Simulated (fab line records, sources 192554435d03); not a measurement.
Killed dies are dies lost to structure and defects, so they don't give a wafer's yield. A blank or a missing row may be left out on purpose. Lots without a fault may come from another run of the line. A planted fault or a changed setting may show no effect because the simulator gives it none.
A struck lot beside a sound one | flow n5_finfet | 15 steps out of a route of 1938
Sound: wafers L631.1, L631.2, L631.3. Struck: wafers L636.1, L636.3, L636.6. The cause comes at the end.
At each step with rows: each side's tool, then ch and its chambers, then its first start. Under that, the readings that differ: sound wafers | struck wafers | difference of the means | sigmas: that difference in standard deviations of wafers without a fault.
alike: readings whose means differ by less than 2 such deviations, and words and numbers that are the same on both sides. not compared: withheld readings, readings that some wafer has no value for, bounds like >300 that may hide the same value, and numbers for which the record gives no deviation and whose values overlap.
The two part at a step that has a row with sigmas, a row that says differs or no value, or rows on one side only. Numbers that don't overlap but have no deviation are shown without sigmas and don't part them. A reading that every wafer of one side lacks parts them only if that side has two wafers or more.

first, 8 steps without rows for these wafers: N5_BEOL_M12_COAT_58 (time 60 s, resist thk 89 nm); N5_BEOL_M12_COAT_04 (resist thk 400 nm); N5_BEOL_M12_EBR_06; N5_BEOL_M12_SOFTBAKE_05 (time 60 s); N5_BEOL_M12_EXPOSE_07 (exposes mask V11); N5_BEOL_M12_PEB_08 (peb time 90 s); N5_BEOL_M12_DEVELOP_09 (develop time 45 s); N5_BEOL_M12_HARDBAKE_14 (time 120 s).
N5_BEOL_M12_CD_MEAS_10: target cd 140 nm.
  sound on cd_sem-01 ch 0, day 12 19:35; struck on cd_sem-01 ch 0, day 14 17:55
  alike: cd_nm
N5_BEOL_M12_OVL_MEAS_11:
  sound on overlay-02 ch 0, day 12 19:37; struck on overlay-01 ch 0, day 14 17:57
  alike: V11_OVL
N5_BEOL_M12_INSPECT_12: inspects for defects (macro).
  sound on defect_inspect-01, day 12 19:38; struck on defect_inspect-01, day 14 17:59
  alike: raw_defect_count
N5_BEOL_M12_DESCUM_15: chemistry O2, time 7.9 s.
  sound on rie_diel-03 ch 0,1,3, day 12 19:40; struck on rie_diel-03 ch 0,2, day 14 18:01
  alike: drypump_motor_current_A, oes_product_au, rf_fwd_power_W, rf_vpp_V, showerhead_plenum_p_Torr, throttle_valve_pct
  not compared: rf_hours_counter_h
N5_BEOL_M12_ETCH_59: etches BARC in N2/H2, target depth 89 nm, overetch 26.7 nm, time 67.9 s.
  sound on rie_diel-03 ch 0,1,3, day 12 19:43; struck on rie_diel-03 ch 0,2, day 14 18:02
  reading                | sound             | struck            | difference | sigmas
  h2_flow_sccm (sccm)    | 200.0 200.1 199.6 | 219.2 220.8 219.4 | +19.9      | +32
  throttle_valve_pct (%) | 17.96 18.05 17.57 | 18.50 18.23 18.52 | +0.56      | +3
  alike: drypump_motor_current_A, oes_product_au, rf_fwd_power_W, rf_vpp_V, showerhead_plenum_p_Torr
  not compared: rf_hours_counter_h
N5_BEOL_M12_VIA_ETCH_16: etches SiOC in C4F8/O2/Ar, target depth 724.8 nm.
  sound on rie_diel-03 ch 0,1,3, day 12 19:46; struck on rie_diel-03 ch 0,2, day 14 18:06
  alike: O2_flow_sccm, drypump_motor_current_A, oes_product_au, rf_fwd_power_W, rf_vpp_V, showerhead_plenum_p_Torr, throttle_valve_pct
N5_PASSIVATION_PROBE_49:
  sound on prober-02, day 14 07:43; struck on prober-01, day 16 11:08
  reading            | sound    | struck   | difference | sigmas
  killed_at_M0_to_M3 | 61 38 36 | 26 18 28 | -21        | -2
  alike: defect_limited_yield, killed_at_M4_up, killed_at_contacts, killed_at_front_end, killed_at_other, killed_dies, killed_open, killed_short, sort_bin_5_function, sort_bin_6_memory, sort_bin_8_speed, sort_n_pass, sort_yield_pct

WHERE THEY PART
First at N5_BEOL_M12_ETCH_59; last, within this record, at N5_PASSIVATION_PROBE_49.

WHY: what the simulator had put in
Process parameter drift: rie_diel-03, from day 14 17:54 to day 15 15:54, at N5_BEOL_M12_ETCH_59. Setting h2_flow_sccm, moved by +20, from 200. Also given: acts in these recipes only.
